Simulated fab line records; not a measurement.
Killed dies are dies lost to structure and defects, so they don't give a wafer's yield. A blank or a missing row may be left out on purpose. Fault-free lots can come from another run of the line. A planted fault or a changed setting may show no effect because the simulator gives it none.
Chamber matching | flow n5_finfet | 4 sister chambers for N5_BEOL_M1_ALD_84 on ald_metal-02
The step deposits TaN, pulse time 2 s, purge time 3 s, co reactant purge time 2 s. 20 wafers are shown with their chamber, then 10 later ones without.

WAFERS PAIRED WITH THEIR CHAMBERS
wafer  | chamber | heater_power_w (W)
L074.2 | 0       | 363
L074.3 | 1       | 418
L074.4 | 0       | 363
L077.1 | 2       | 414
L077.4 | 3       | 480
L077.6 | 1       | 405
L078.1 | 1       | 420
L078.3 | 2       | 418
L078.6 | 2       | 419
L079.1 | 3       | 495
L079.3 | 0       | 365
L079.5 | 2       | 414
L082.1 | 2       | 419
L082.2 | 1       | 411
L082.6 | 2       | 423
L084.1 | 3       | 491
L084.3 | 2       | 414
L084.6 | 3       | 480
L088.1 | 2       | 418
L088.2 | 1       | 416

SIGNATURES, as means of the wafers listed above
reading        | chamber 0 | chamber 1 | chamber 2 | chamber 3 | scatter within a chamber
heater_power_w | 363.67    | 414.00    | 417.38    | 486.50    | 4.98
Rule: a wafer lies at a distance from a chamber equal to the root of the sum of squares, over the readings, of (its reading less the chamber's mean, divided by the reading's scatter). If the next closest chamber is less than 2 further off than the closest, the wafer can't be placed; otherwise it belongs to the closest. The scatter: take each reading less its chamber's mean, square it, sum over the shown wafers, divide by the number of wafers less the number of chambers, and take the root.

WAFERS WHOSE CHAMBER IS MISSING
wafer  | heater_power_w (W)
L088.5 | 423
L089.1 | 405
L089.5 | 410
L089.6 | 364
L094.2 | 427
L094.5 | 351
L094.6 | 484
L095.1 | 400
L095.3 | 359
L095.4 | 494

WHICH CHAMBER EACH ONE RAN IN
wafer  | from the rows above     | in truth
L088.5 | can't be placed: 2 or 1 | 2
L089.1 | can't be placed: 1 or 2 | 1
L089.5 | can't be placed: 1 or 2 | 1
L089.6 | 0                       | 0
L094.2 | can't be placed: 2 or 1 | 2
L094.5 | 0                       | 0
L094.6 | 3                       | 3
L095.1 | can't be placed: 1 or 2 | 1
L095.3 | 0                       | 0
L095.4 | 3                       | 3
Correctly placed: 5 of 10. Unplaceable from these rows: 5, with the true chamber sitting among the candidates in 5. Number placed wrongly: 0.
